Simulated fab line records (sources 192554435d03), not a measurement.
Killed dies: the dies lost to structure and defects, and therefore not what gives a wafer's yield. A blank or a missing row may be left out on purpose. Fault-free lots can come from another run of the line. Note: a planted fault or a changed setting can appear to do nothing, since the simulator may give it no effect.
fab line records || flow n5-finfet || part 2 of 2: steps 29 to 39 of 39
[record] {"lots": 5, "wafers": 15, "last-day": 16}
route steps=1938 shown PMOS_HMC_CHANNEL_EPI@72 FIN_SAQP@90
lots that met no fault: from a run of the same line without faults
start-h: start of the lot's first displayed wafer, in hours after the record's first day || wait-h: hours since the lot's step before || " unchanged from the row above || L1.1+2: one row covering several wafers at once || - either no value or no given start || * or withheld: withheld || < > ~ a bound
route shown NAME@n: NAME is a module with steps in the file, n the number in the route of the first one || usual: mean/standard deviation of fault-free wafers || same: alike in all rows || chamber/n: place in a boat || sites: readings site by site || _std_site: standard deviation of those values || _edge_site: mean of outer sites minus mean of inner sites || radius-mm: for every site, how far away it sits from the centre of the wafer || mask NAME#n: copy n || behind: the most recent tool/chamber to have shaped the wafer || hold: what put the lot on hold/how long, in hours/how the hold closed || device: names the non-switching transistor (n, p or np) || end of line: tests run on the same wafers once the route is complete || where a step has no rows: the recipe by itself || killed: not the wafer's yield, but the dies lost to structure and defects at the first sort || map: per-die view of a wafer (x killed, . not killed, _ where there is no die)
set.NAME: the run value of the setting; set.NAME@STEP: its run value at that earlier step || model.NAME: the simulator's own value behind a step, which no gauge read
lots at selected steps of the route; one table per step, one row per wafer
services: the hour from which a tool's chamber was out of use, counted from the record's first day as start-h (under 0 if before that day), plus the number of hours and why
[[steps]]
[step N5_FIN_SAQP_THK_MEAS_07]
[usual] {"thk-nm": "59.9/0.73"}
{"lot.wafer": "L074.2", "tool": "film-metro-02", "chamber": "-", "start-h": 21.38, "wait-h": 0.1, "thk-nm": 58.8}
{"lot.wafer": "L074.3", "tool": "film-metro-02", "chamber": "-", "start-h": 21.38, "wait-h": 0.1, "thk-nm": 60.7}
{"lot.wafer": "L074.5", "tool": "film-metro-02", "chamber": "-", "start-h": 21.38, "wait-h": 0.1, "thk-nm": 60.7}
{"lot.wafer": "L077.2", "tool": "film-metro-02", "chamber": "-", "start-h": 38.96, "wait-h": 0.1, "thk-nm": 60.2}
{"lot.wafer": "L077.3", "tool": "film-metro-02", "chamber": "-", "start-h": 38.96, "wait-h": 0.1, "thk-nm": 60.5}
{"lot.wafer": "L077.6", "tool": "film-metro-02", "chamber": "-", "start-h": 38.96, "wait-h": 0.1, "thk-nm": 61.5}
{"lot.wafer": "L078.2", "tool": "film-metro-02", "chamber": "-", "start-h": 45.32, "wait-h": 0.1, "thk-nm": 59.0}
{"lot.wafer": "L078.3", "tool": "film-metro-02", "chamber": "-", "start-h": 45.32, "wait-h": 0.1, "thk-nm": 59.8}
{"lot.wafer": "L078.5", "tool": "film-metro-02", "chamber": "-", "start-h": 45.32, "wait-h": 0.1, "thk-nm": 60.2}
{"lot.wafer": "L079.1", "tool": "film-metro-02", "chamber": "-", "start-h": 51.13, "wait-h": 0.1, "thk-nm": 59.6}
{"lot.wafer": "L079.2", "tool": "film-metro-02", "chamber": "-", "start-h": 51.13, "wait-h": 0.1, "thk-nm": 59.3}
{"lot.wafer": "L079.3", "tool": "film-metro-02", "chamber": "-", "start-h": 51.13, "wait-h": 0.1, "thk-nm": 59.9}
{"lot.wafer": "L087.1", "tool": "film-metro-01", "chamber": "-", "start-h": 99.92, "wait-h": 0.1, "thk-nm": 59.1}
{"lot.wafer": "L087.2", "tool": "film-metro-01", "chamber": "-", "start-h": 99.92, "wait-h": 0.1, "thk-nm": 60.2}
{"lot.wafer": "L087.3", "tool": "film-metro-01", "chamber": "-", "start-h": 99.92, "wait-h": 0.1, "thk-nm": 60.4}
[step N5_FIN_SAQP_HM_DEP_72]
[recipe] {"material": "SiO2", "target-thk-a": 120, "temp-c": 400, "precursor": "SiH4/N2O", "pressure-torr": 0.75, "rf-w": 275, "time-s": 7.2}
[usual] {"heater-power-w": "742/52", "showerhead-plenum-p-Torr": "8.10/0.1"}
{"lot.wafer": "L074.2", "tool": "pecvd-04", "chamber": 2, "start-h": 21.42, "wait-h": 0.0, "heater-power-w": 810, "showerhead-plenum-p-Torr": 8.03}
{"lot.wafer": "L074.3", "tool": "pecvd-04", "chamber": 1, "start-h": 21.42, "wait-h": 0.0, "heater-power-w": 747, "showerhead-plenum-p-Torr": 8.16}
{"lot.wafer": "L074.5", "tool": "pecvd-04", "chamber": 1, "start-h": 21.42, "wait-h": 0.0, "heater-power-w": 766, "showerhead-plenum-p-Torr": 8.15}
{"lot.wafer": "L077.2", "tool": "pecvd-01", "chamber": 1, "start-h": 39.00, "wait-h": 0.0, "heater-power-w": 732, "showerhead-plenum-p-Torr": 8.06}
{"lot.wafer": "L077.3", "tool": "pecvd-01", "chamber": 0, "start-h": 39.00, "wait-h": 0.0, "heater-power-w": 675, "showerhead-plenum-p-Torr": 8.09}
{"lot.wafer": "L077.6", "tool": "pecvd-01", "chamber": 1, "start-h": 39.00, "wait-h": 0.0, "heater-power-w": 739, "showerhead-plenum-p-Torr": 8.03}
{"lot.wafer": "L078.2", "tool": "pecvd-03", "chamber": 0, "start-h": 45.36, "wait-h": 0.0, "heater-power-w": 782, "showerhead-plenum-p-Torr": 8.11}
{"lot.wafer": "L078.3", "tool": "pecvd-03", "chamber": 2, "start-h": 45.36, "wait-h": 0.0, "heater-power-w": 722, "showerhead-plenum-p-Torr": 7.97}
{"lot.wafer": "L078.5", "tool": "pecvd-03", "chamber": 0, "start-h": 45.36, "wait-h": 0.0, "heater-power-w": 778, "showerhead-plenum-p-Torr": 8.16}
{"lot.wafer": "L079.1", "tool": "pecvd-04", "chamber": 2, "start-h": 51.16, "wait-h": 0.0, "heater-power-w": 793, "showerhead-plenum-p-Torr": 8.04}
{"lot.wafer": "L079.2", "tool": "pecvd-04", "chamber": 0, "start-h": 51.16, "wait-h": 0.0, "heater-power-w": 654, "showerhead-plenum-p-Torr": 8.25}
{"lot.wafer": "L079.3", "tool": "pecvd-04", "chamber": 2, "start-h": 51.16, "wait-h": 0.0, "heater-power-w": 799, "showerhead-plenum-p-Torr": 8.05}
{"lot.wafer": "L087.1", "tool": "pecvd-04", "chamber": 2, "start-h": 99.96, "wait-h": 0.0, "heater-power-w": 844, "showerhead-plenum-p-Torr": 8.04}
{"lot.wafer": "L087.2", "tool": "pecvd-04", "chamber": 0, "start-h": 99.96, "wait-h": 0.0, "heater-power-w": 747, "showerhead-plenum-p-Torr": 8.27}
{"lot.wafer": "L087.3", "tool": "pecvd-04", "chamber": 1, "start-h": 99.96, "wait-h": 0.0, "heater-power-w": 718, "showerhead-plenum-p-Torr": 8.14}
[step N5_FIN_SAQP_COAT_49]
[recipe] {"resist": "SOC", "temp-c": 250, "time-s": 60, "spin-rpm": 1500, "resist-thk-nm": 100}
[usual] {"heater-power-total-W": "500.5/1.8", "plate-temp-C": "250.04/0.18", "spin-speed-rpm": "1499.9/0.86"}
{"lot.wafer": "L074.2", "tool": "litho-track-04", "chamber": 0, "start-h": 21.50, "wait-h": 0.1, "heater-power-total-W": 497.8, "plate-temp-C": 250.01, "spin-speed-rpm": 1499.7}
{"lot.wafer": "L074.3", "tool": "litho-track-04", "chamber": 0, "start-h": 21.50, "wait-h": 0.1, "heater-power-total-W": 501.9, "plate-temp-C": 250.18, "spin-speed-rpm": 1498.3}
{"lot.wafer": "L074.5", "tool": "litho-track-04", "chamber": 0, "start-h": 21.50, "wait-h": 0.1, "heater-power-total-W": 499.1, "plate-temp-C": 249.59, "spin-speed-rpm": 1499.1}
{"lot.wafer": "L077.2", "tool": "litho-track-04", "chamber": 0, "start-h": 39.10, "wait-h": 0.1, "heater-power-total-W": 500.0, "plate-temp-C": 250.07, "spin-speed-rpm": 1501.1}
{"lot.wafer": "L077.3", "tool": "litho-track-04", "chamber": 0, "start-h": 39.10, "wait-h": 0.1, "heater-power-total-W": 501.5, "plate-temp-C": 249.98, "spin-speed-rpm": 1501.5}
{"lot.wafer": "L077.6", "tool": "litho-track-04", "chamber": 0, "start-h": 39.10, "wait-h": 0.1, "heater-power-total-W": 500.4, "plate-temp-C": 249.82, "spin-speed-rpm": 1500.2}
{"lot.wafer": "L078.2", "tool": "litho-track-05", "chamber": 0, "start-h": 45.44, "wait-h": 0.1, "heater-power-total-W": 497.9, "plate-temp-C": 249.94, "spin-speed-rpm": 1499.3}
{"lot.wafer": "L078.3", "tool": "litho-track-05", "chamber": 0, "start-h": 45.44, "wait-h": 0.1, "heater-power-total-W": 500.8, "plate-temp-C": 249.94, "spin-speed-rpm": 1499.7}
{"lot.wafer": "L078.5", "tool": "litho-track-05", "chamber": 0, "start-h": 45.44, "wait-h": 0.1, "heater-power-total-W": 500.7, "plate-temp-C": 250.15, "spin-speed-rpm": 1499.6}
{"lot.wafer": "L079.1", "tool": "litho-track-05", "chamber": 0, "start-h": 51.26, "wait-h": 0.1, "heater-power-total-W": 502.3, "plate-temp-C": 250.23, "spin-speed-rpm": 1499.8}
{"lot.wafer": "L079.2", "tool": "litho-track-05", "chamber": 0, "start-h": 51.26, "wait-h": 0.1, "heater-power-total-W": 502.8, "plate-temp-C": 249.86, "spin-speed-rpm": 1500.5}
{"lot.wafer": "L079.3", "tool": "litho-track-05", "chamber": 0, "start-h": 51.26, "wait-h": 0.1, "heater-power-total-W": 503.2, "plate-temp-C": 250.08, "spin-speed-rpm": 1498.7}
{"lot.wafer": "L087.1", "tool": "litho-track-04", "chamber": 0, "start-h": 100.04, "wait-h": 0.1, "heater-power-total-W": 498.9, "plate-temp-C": 249.79, "spin-speed-rpm": 1500.6}
{"lot.wafer": "L087.2", "tool": "litho-track-04", "chamber": 0, "start-h": 100.04, "wait-h": 0.1, "heater-power-total-W": 498.8, "plate-temp-C": 249.74, "spin-speed-rpm": 1500.1}
{"lot.wafer": "L087.3", "tool": "litho-track-04", "chamber": 0, "start-h": 100.04, "wait-h": 0.1, "heater-power-total-W": 498.9, "plate-temp-C": 250.11, "spin-speed-rpm": 1499.7}
[step N5_FIN_SAQP_COAT_50]
[recipe] {"resist": "SiARC", "temp-c": 220, "time-s": 60, "spin-rpm": 1500, "resist-thk-nm": 35}
[usual] {"heater-power-total-W": "427.2/2.1", "plate-temp-C": "220.00/0.19", "spin-speed-rpm": "1500.0/1"}
{"lot.wafer": "L074.2", "tool": "litho-track-04", "chamber": 0, "start-h": "-", "wait-h": "-", "heater-power-total-W": 429.0, "plate-temp-C": 220.07, "spin-speed-rpm": 1500.6}
{"lot.wafer": "L074.3", "tool": "litho-track-04", "chamber": 0, "start-h": "-", "wait-h": "-", "heater-power-total-W": 430.9, "plate-temp-C": 219.86, "spin-speed-rpm": 1499.5}
{"lot.wafer": "L074.5", "tool": "litho-track-04", "chamber": 0, "start-h": "-", "wait-h": "-", "heater-power-total-W": 425.9, "plate-temp-C": 220.14, "spin-speed-rpm": 1500.7}
{"lot.wafer": "L077.2", "tool": "litho-track-04", "chamber": 0, "start-h": "-", "wait-h": "-", "heater-power-total-W": 426.8, "plate-temp-C": 220.15, "spin-speed-rpm": 1501.3}
{"lot.wafer": "L077.3", "tool": "litho-track-04", "chamber": 0, "start-h": "-", "wait-h": "-", "heater-power-total-W": 426.2, "plate-temp-C": 219.97, "spin-speed-rpm": 1501.0}
{"lot.wafer": "L077.6", "tool": "litho-track-04", "chamber": 0, "start-h": "-", "wait-h": "-", "heater-power-total-W": 424.3, "plate-temp-C": 219.72, "spin-speed-rpm": 1499.5}
{"lot.wafer": "L078.2", "tool": "litho-track-05", "chamber": 0, "start-h": "-", "wait-h": "-", "heater-power-total-W": 430.9, "plate-temp-C": 219.95, "spin-speed-rpm": 1499.3}
{"lot.wafer": "L078.3", "tool": "litho-track-05", "chamber": 0, "start-h": "-", "wait-h": "-", "heater-power-total-W": 428.8, "plate-temp-C": 219.93, "spin-speed-rpm": 1501.5}
{"lot.wafer": "L078.5", "tool": "litho-track-05", "chamber": 0, "start-h": "-", "wait-h": "-", "heater-power-total-W": 427.7, "plate-temp-C": 219.83, "spin-speed-rpm": 1499.0}
{"lot.wafer": "L079.1", "tool": "litho-track-05", "chamber": 0, "start-h": "-", "wait-h": "-", "heater-power-total-W": 429.5, "plate-temp-C": 220.13, "spin-speed-rpm": 1500.0}
{"lot.wafer": "L079.2", "tool": "litho-track-05", "chamber": 0, "start-h": "-", "wait-h": "-", "heater-power-total-W": 424.0, "plate-temp-C": 220.15, "spin-speed-rpm": 1499.4}
{"lot.wafer": "L079.3", "tool": "litho-track-05", "chamber": 0, "start-h": "-", "wait-h": "-", "heater-power-total-W": 425.6, "plate-temp-C": 219.82, "spin-speed-rpm": 1500.6}
{"lot.wafer": "L087.1", "tool": "litho-track-04", "chamber": 0, "start-h": "-", "wait-h": "-", "heater-power-total-W": 424.9, "plate-temp-C": 219.67, "spin-speed-rpm": 1498.5}
{"lot.wafer": "L087.2", "tool": "litho-track-04", "chamber": 0, "start-h": "-", "wait-h": "-", "heater-power-total-W": 428.7, "plate-temp-C": 219.86, "spin-speed-rpm": 1501.9}
{"lot.wafer": "L087.3", "tool": "litho-track-04", "chamber": 0, "start-h": "-", "wait-h": "-", "heater-power-total-W": 430.9, "plate-temp-C": 219.70, "spin-speed-rpm": 1501.4}
[step N5_FIN_SAQP_COAT_10]
[recipe] {"resist": "CAR-ArF", "spin-rpm": 1500, "resist-thk-nm": 90}
[usual] {"spin-speed-rpm": "1500.0/0.93"}
{"lot.wafer": "L074.2", "tool": "litho-track-04", "chamber": 0, "start-h": "-", "wait-h": "-", "spin-speed-rpm": 1499.7}
{"lot.wafer": "L074.3", "tool": "litho-track-04", "chamber": 0, "start-h": "-", "wait-h": "-", "spin-speed-rpm": 1500.5}
{"lot.wafer": "L074.5", "tool": "litho-track-04", "chamber": 0, "start-h": "-", "wait-h": "-", "spin-speed-rpm": 1499.9}
{"lot.wafer": "L077.2", "tool": "litho-track-04", "chamber": 0, "start-h": "-", "wait-h": "-", "spin-speed-rpm": 1500.8}
{"lot.wafer": "L077.3", "tool": "litho-track-04", "chamber": 0, "start-h": "-", "wait-h": "-", "spin-speed-rpm": 1501.9}
{"lot.wafer": "L077.6", "tool": "litho-track-04", "chamber": 0, "start-h": "-", "wait-h": "-", "spin-speed-rpm": 1501.1}
{"lot.wafer": "L078.2", "tool": "litho-track-05", "chamber": 0, "start-h": "-", "wait-h": "-", "spin-speed-rpm": 1499.9}
{"lot.wafer": "L078.3", "tool": "litho-track-05", "chamber": 0, "start-h": "-", "wait-h": "-", "spin-speed-rpm": 1499.6}
{"lot.wafer": "L078.5", "tool": "litho-track-05", "chamber": 0, "start-h": "-", "wait-h": "-", "spin-speed-rpm": 1500.6}
{"lot.wafer": "L079.1", "tool": "litho-track-05", "chamber": 0, "start-h": "-", "wait-h": "-", "spin-speed-rpm": 1500.1}
{"lot.wafer": "L079.2", "tool": "litho-track-05", "chamber": 0, "start-h": "-", "wait-h": "-", "spin-speed-rpm": 1500.4}
{"lot.wafer": "L079.3", "tool": "litho-track-05", "chamber": 0, "start-h": "-", "wait-h": "-", "spin-speed-rpm": 1499.5}
{"lot.wafer": "L087.1", "tool": "litho-track-04", "chamber": 0, "start-h": "-", "wait-h": "-", "spin-speed-rpm": 1500.1}
{"lot.wafer": "L087.2", "tool": "litho-track-04", "chamber": 0, "start-h": "-", "wait-h": "-", "spin-speed-rpm": 1498.7}
{"lot.wafer": "L087.3", "tool": "litho-track-04", "chamber": 0, "start-h": "-", "wait-h": "-", "spin-speed-rpm": 1499.4}
[step N5_FIN_SAQP_EBR_12]
[recipe] {"solvent": "PGMEA", "ebr-width-mm": 1.5}
{"lot.wafer": "L074.2+3+5", "tool": "litho-track-04", "chamber": 0, "start-h": "-", "wait-h": "-"}
{"lot.wafer": "L077.2+3+6", "tool": "litho-track-04", "chamber": 0, "start-h": "-", "wait-h": "-"}
{"lot.wafer": "L078.2+3+5", "tool": "litho-track-05", "chamber": 0, "start-h": "-", "wait-h": "-"}
{"lot.wafer": "L079.1+2+3", "tool": "litho-track-05", "chamber": 0, "start-h": "-", "wait-h": "-"}
{"lot.wafer": "L087.1+2+3", "tool": "litho-track-04", "chamber": 0, "start-h": "-", "wait-h": "-"}
[step N5_FIN_SAQP_SOFTBAKE_11]
[recipe] {"temp-c": 110, "time-s": 60, "resist": "CAR-ArF"}
[usual] {"heater-power-total-W": "175.4/1.6", "plate-temp-C": "110.00/0.14"}
{"lot.wafer": "L074.2", "tool": "litho-track-04", "chamber": 0, "start-h": "-", "wait-h": "-", "heater-power-total-W": 173.0, "plate-temp-C": 109.78}
{"lot.wafer": "L074.3", "tool": "litho-track-04", "chamber": 0, "start-h": "-", "wait-h": "-", "heater-power-total-W": 177.4, "plate-temp-C": 109.91}
{"lot.wafer": "L074.5", "tool": "litho-track-04", "chamber": 0, "start-h": "-", "wait-h": "-", "heater-power-total-W": 173.8, "plate-temp-C": 109.97}
{"lot.wafer": "L077.2", "tool": "litho-track-04", "chamber": 0, "start-h": "-", "wait-h": "-", "heater-power-total-W": 176.3, "plate-temp-C": 109.84}
{"lot.wafer": "L077.3", "tool": "litho-track-04", "chamber": 0, "start-h": "-", "wait-h": "-", "heater-power-total-W": 172.9, "plate-temp-C": 109.90}
{"lot.wafer": "L077.6", "tool": "litho-track-04", "chamber": 0, "start-h": "-", "wait-h": "-", "heater-power-total-W": 173.1, "plate-temp-C": 109.97}
{"lot.wafer": "L078.2", "tool": "litho-track-05", "chamber": 0, "start-h": "-", "wait-h": "-", "heater-power-total-W": 177.6, "plate-temp-C": 110.06}
{"lot.wafer": "L078.3", "tool": "litho-track-05", "chamber": 0, "start-h": "-", "wait-h": "-", "heater-power-total-W": 176.6, "plate-temp-C": 110.09}
{"lot.wafer": "L078.5", "tool": "litho-track-05", "chamber": 0, "start-h": "-", "wait-h": "-", "heater-power-total-W": 177.5, "plate-temp-C": 110.24}
{"lot.wafer": "L079.1", "tool": "litho-track-05", "chamber": 0, "start-h": "-", "wait-h": "-", "heater-power-total-W": 173.6, "plate-temp-C": 110.18}
{"lot.wafer": "L079.2", "tool": "litho-track-05", "chamber": 0, "start-h": "-", "wait-h": "-", "heater-power-total-W": 173.0, "plate-temp-C": 110.02}
{"lot.wafer": "L079.3", "tool": "litho-track-05", "chamber": 0, "start-h": "-", "wait-h": "-", "heater-power-total-W": 177.5, "plate-temp-C": 110.02}
{"lot.wafer": "L087.1", "tool": "litho-track-04", "chamber": 0, "start-h": "-", "wait-h": "-", "heater-power-total-W": 173.5, "plate-temp-C": 109.87}
{"lot.wafer": "L087.2", "tool": "litho-track-04", "chamber": 0, "start-h": "-", "wait-h": "-", "heater-power-total-W": 176.3, "plate-temp-C": 109.83}
{"lot.wafer": "L087.3", "tool": "litho-track-04", "chamber": 0, "start-h": "-", "wait-h": "-", "heater-power-total-W": 176.7, "plate-temp-C": 109.79}
[step N5_FIN_SAQP_EXPOSE_13]
[recipe] {"mask-id": "FIN_CORE", "na": 1.35, "source-shape": "dipole", "sigma-inner": 0.538, "sigma-outer": 0.738, "polarization": "te", "target-cd-nm": 35.6, "dose-mj": 63.25}
{"lot.wafer": "L074.2+3+5", "tool": "arfi-scanner-01", "chamber": 0, "start-h": 21.74, "wait-h": "-", "mask": "FIN_CORE#0"}
{"lot.wafer": "L077.2+3+6", "tool": "arfi-scanner-02", "chamber": 0, "start-h": 39.35, "wait-h": "-", "mask": "FIN_CORE#0"}
{"lot.wafer": "L078.2+3+5", "tool": "arfi-scanner-03", "chamber": 0, "start-h": 45.68, "wait-h": "-", "mask": "FIN_CORE#0"}
{"lot.wafer": "L079.1+2+3", "tool": "arfi-scanner-02", "chamber": 0, "start-h": 51.51, "wait-h": "-", "mask": "FIN_CORE#0"}
{"lot.wafer": "L087.1+2+3", "tool": "arfi-scanner-02", "chamber": 0, "start-h": 100.28, "wait-h": "-", "mask": "FIN_CORE#0"}
[step N5_FIN_SAQP_PEB_14]
[recipe] {"peb-temp-c": "withheld", "peb-time-s": 60, "resist": "CAR-ArF"}
{"lot.wafer": "L074.2+3+5", "tool": "litho-track-04", "chamber": 0, "start-h": 21.80, "wait-h": 0.0}
{"lot.wafer": "L077.2+3+6", "tool": "litho-track-05", "chamber": 0, "start-h": 39.40, "wait-h": 0.0}
{"lot.wafer": "L078.2+3+5", "tool": "litho-track-04", "chamber": 0, "start-h": 45.74, "wait-h": 0.0}
{"lot.wafer": "L079.1+2+3", "tool": "litho-track-03", "chamber": 0, "start-h": 51.57, "wait-h": 0.1}
{"lot.wafer": "L087.1+2+3", "tool": "litho-track-05", "chamber": 0, "start-h": 100.34, "wait-h": 0.1}
[step N5_FIN_SAQP_DEVELOP_15]
[recipe] {"develop-time-s": 30, "developer": "TMAH", "resist": "CAR-ArF", "dev-temp-c": 23, "rinse-liquid": "diw", "dry": "air-spin"}
{"lot.wafer": "L074.2+3+5", "tool": "litho-track-04", "chamber": 0, "start-h": "-", "wait-h": "-"}
{"lot.wafer": "L077.2+3+6", "tool": "litho-track-05", "chamber": 0, "start-h": "-", "wait-h": "-"}
{"lot.wafer": "L078.2+3+5", "tool": "litho-track-04", "chamber": 0, "start-h": "-", "wait-h": "-"}
{"lot.wafer": "L079.1+2+3", "tool": "litho-track-03", "chamber": 0, "start-h": "-", "wait-h": "-"}
{"lot.wafer": "L087.1+2+3", "tool": "litho-track-05", "chamber": 0, "start-h": "-", "wait-h": "-"}
[step N5_FIN_SAQP_CD_MEAS_16]
[recipe] {"target-cd-nm": 35.6, "landing-energy-ev": 500, "detector": "se-inlens"}
[usual] {"cd-nm": "35.61/0.29"}
{"lot.wafer": "L074.2", "tool": "cd-sem-03", "chamber": 0, "start-h": 21.87, "wait-h": "-", "cd-nm": 35.88}
{"lot.wafer": "L074.3", "tool": "cd-sem-03", "chamber": 0, "start-h": 21.87, "wait-h": "-", "cd-nm": 35.99}
{"lot.wafer": "L074.5", "tool": "cd-sem-03", "chamber": 0, "start-h": 21.87, "wait-h": "-", "cd-nm": 35.73}
{"lot.wafer": "L077.2", "tool": "cd-sem-02", "chamber": 0, "start-h": 39.47, "wait-h": "-", "cd-nm": 36.03}
{"lot.wafer": "L077.3", "tool": "cd-sem-02", "chamber": 0, "start-h": 39.47, "wait-h": "-", "cd-nm": 36.04}
{"lot.wafer": "L077.6", "tool": "cd-sem-02", "chamber": 0, "start-h": 39.47, "wait-h": "-", "cd-nm": 35.92}
{"lot.wafer": "L078.2", "tool": "cd-sem-01", "chamber": 0, "start-h": 45.81, "wait-h": "-", "cd-nm": 35.73}
{"lot.wafer": "L078.3", "tool": "cd-sem-01", "chamber": 0, "start-h": 45.81, "wait-h": "-", "cd-nm": 35.75}
{"lot.wafer": "L078.5", "tool": "cd-sem-01", "chamber": 0, "start-h": 45.81, "wait-h": "-", "cd-nm": 35.78}
{"lot.wafer": "L079.1", "tool": "cd-sem-02", "chamber": 0, "start-h": 51.63, "wait-h": "-", "cd-nm": 35.83}
{"lot.wafer": "L079.2", "tool": "cd-sem-02", "chamber": 0, "start-h": 51.63, "wait-h": "-", "cd-nm": 35.46}
{"lot.wafer": "L079.3", "tool": "cd-sem-02", "chamber": 0, "start-h": 51.63, "wait-h": "-", "cd-nm": 35.61}
{"lot.wafer": "L087.1", "tool": "cd-sem-03", "chamber": 0, "start-h": 100.41, "wait-h": "-", "cd-nm": 35.44}
{"lot.wafer": "L087.2", "tool": "cd-sem-03", "chamber": 0, "start-h": 100.41, "wait-h": "-", "cd-nm": 35.59}
{"lot.wafer": "L087.3", "tool": "cd-sem-03", "chamber": 0, "start-h": 100.41, "wait-h": "-", "cd-nm": 35.78}
[[services]]
{"tool": "ald-sin-04", "chamber": "-", "start-h": -5.72, "hours": 14.0, "kind": "pm"}
{"tool": "rie-si-06", "chamber": 3, "start-h": -4.23, "hours": 5.1, "kind": "repair"}
{"tool": "arfi-scanner-02", "chamber": "-", "start-h": -0.86, "hours": 0.8, "kind": "pm"}
{"tool": "epi-rpcvd-02", "chamber": "-", "start-h": 1.03, "hours": 0.9, "kind": "repair"}
{"tool": "cmp-03", "chamber": "-", "start-h": 2.74, "hours": 0.9, "kind": "repair"}
{"tool": "cmp-03", "chamber": "-", "start-h": 4.63, "hours": 0.9, "kind": "repair"}
{"tool": "arfi-scanner-03", "chamber": "-", "start-h": 7.44, "hours": 0.2, "kind": "repair"}
{"tool": "cmp-04", "chamber": "-", "start-h": 7.93, "hours": 0.6, "kind": "repair"}
{"tool": "arfi-scanner-01", "chamber": "-", "start-h": 20.04, "hours": 1.3, "kind": "pm"}
{"tool": "pecvd-03", "chamber": 1, "start-h": 23.26, "hours": 4.8, "kind": "repair"}
{"tool": "arfi-scanner-01", "chamber": "-", "start-h": 34.02, "hours": 1.0, "kind": "pm"}
{"tool": "cmp-04", "chamber": "-", "start-h": 36.15, "hours": 0.7, "kind": "repair"}
{"tool": "cmp-04", "chamber": "-", "start-h": 38.31, "hours": 4.0, "kind": "pm"}
{"tool": "ald-sin-04", "chamber": "-", "start-h": 44.97, "hours": 2.8, "kind": "pm"}
{"tool": "pecvd-04", "chamber": 1, "start-h": 48.46, "hours": 5.0, "kind": "repair"}
{"tool": "pecvd-03", "chamber": "-", "start-h": 57.65, "hours": 0.5, "kind": "repair"}
{"tool": "arfi-scanner-02", "chamber": "-", "start-h": 59.44, "hours": 1.3, "kind": "pm"}
{"tool": "arfi-scanner-02", "chamber": "-", "start-h": 63.31, "hours": 0.8, "kind": "pm"}
{"tool": "cmp-02", "chamber": "-", "start-h": 68.29, "hours": 0.6, "kind": "repair"}
{"tool": "epi-rpcvd-03", "chamber": "-", "start-h": 72.76, "hours": 8.1, "kind": "pm"}
{"tool": "arfi-scanner-02", "chamber": "-", "start-h": 73.89, "hours": 1.0, "kind": "pm"}
{"tool": "rie-si-01", "chamber": "-", "start-h": 77.55, "hours": 2.8, "kind": "pm"}
{"tool": "pecvd-01", "chamber": 2, "start-h": 87.25, "hours": 2.8, "kind": "repair"}
{"tool": "rie-si-01", "chamber": 2, "start-h": 92.82, "hours": 5.7, "kind": "repair"}
